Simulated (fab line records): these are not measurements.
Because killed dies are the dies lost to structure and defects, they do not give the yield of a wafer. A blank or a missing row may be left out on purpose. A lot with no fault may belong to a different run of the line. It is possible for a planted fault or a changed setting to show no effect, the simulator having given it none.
Matching of chambers	flow n5 finfet	4 sister chambers for N5_WELL_APT_DESCUM_30 on rie diel-06
The step chemistry O2, time 7.9 s. 22 wafers are shown with their chamber, then 11 later ones without.

== WAFERS WITH THEIR CHAMBER ==
wafer	chamber	drypump motor current A (A)	showerhead plenum p Torr (Torr)	throttle valve pct (%)
L076.1	1	5.4	2.10	20.74
L076.2	0	5.8	2.19	20.44
L076.3	2	6.3	1.98	20.57
L076.4	3	5.2	2.02	20.14
L076.5	1	5.4	2.10	20.75
L076.6	2	6.3	1.98	20.60
L080.2	0	5.8	2.19	20.46
L080.3	3	5.2	2.01	20.13
L080.6	2	6.2	1.98	20.59
L082.1	1	5.4	2.10	20.75
L082.2	0	5.8	2.18	20.49
L082.3	3	5.2	2.01	20.13
L082.4	2	6.3	1.98	20.62
L082.5	3	5.2	2.01	20.15
L082.6	0	5.8	2.18	20.47
L083.1	0	5.8	2.18	20.48
L083.2	2	6.3	1.98	20.61
L083.6	1	5.4	2.10	20.75
L084.2	3	5.2	2.01	20.18
L084.3	2	6.3	1.98	20.61
L084.6	0	5.8	2.18	20.48
L090.1	1	5.4	2.09	20.78

SIGNATURES (means of the wafers above)
reading	chamber 0	chamber 1	chamber 2	chamber 3	scatter within a chamber
drypump motor current A	5.800	5.400	6.283	5.200	0.0215
showerhead plenum p Torr	2.1833	2.0980	1.9800	2.0120	0.00404
throttle valve pct	20.4700	20.7540	20.6000	20.1460	0.018
Rule: a wafer lies at a distance from a chamber equal to the root of the sum of squares, over the readings, of (its reading less the chamber's mean, divided by the reading's scatter). If the next closest chamber is less than 2 further off than the closest, the wafer can't be placed; otherwise it belongs to the closest. How the scatter is found: for the shown wafers, subtract from each reading the mean of its chamber, square and add these, divide the total by (wafers less chambers), then take the root.

== WAFERS MISSING THEIR CHAMBER ==
wafer	drypump motor current A (A)	showerhead plenum p Torr (Torr)	throttle valve pct (%)
L090.2	6.3	1.97	20.63
L090.3	5.2	2.01	20.18
L090.4	5.8	2.18	20.51
L090.5	5.8	2.18	20.50
L090.6	5.4	2.09	20.79
L094.1	5.8	2.17	20.50
L094.2	5.4	2.09	20.80
L094.3	6.3	1.97	20.63
L094.4	6.3	1.97	20.65
L094.5	5.4	2.09	20.79
L094.6	5.8	2.17	20.50

== WHICH CHAMBER EACH WENT THROUGH ==
wafer	from the rows above	in truth
L090.2	2	2
L090.3	3	3
L090.4	0	0
L090.5	0	0
L090.6	1	1
L094.1	0	0
L094.2	1	1
L094.3	2	2
L094.4	2	2
L094.5	1	1
L094.6	0	0
Placed correctly: 11 of 11. Number that these rows cannot place: 0. 0 placed wrongly.
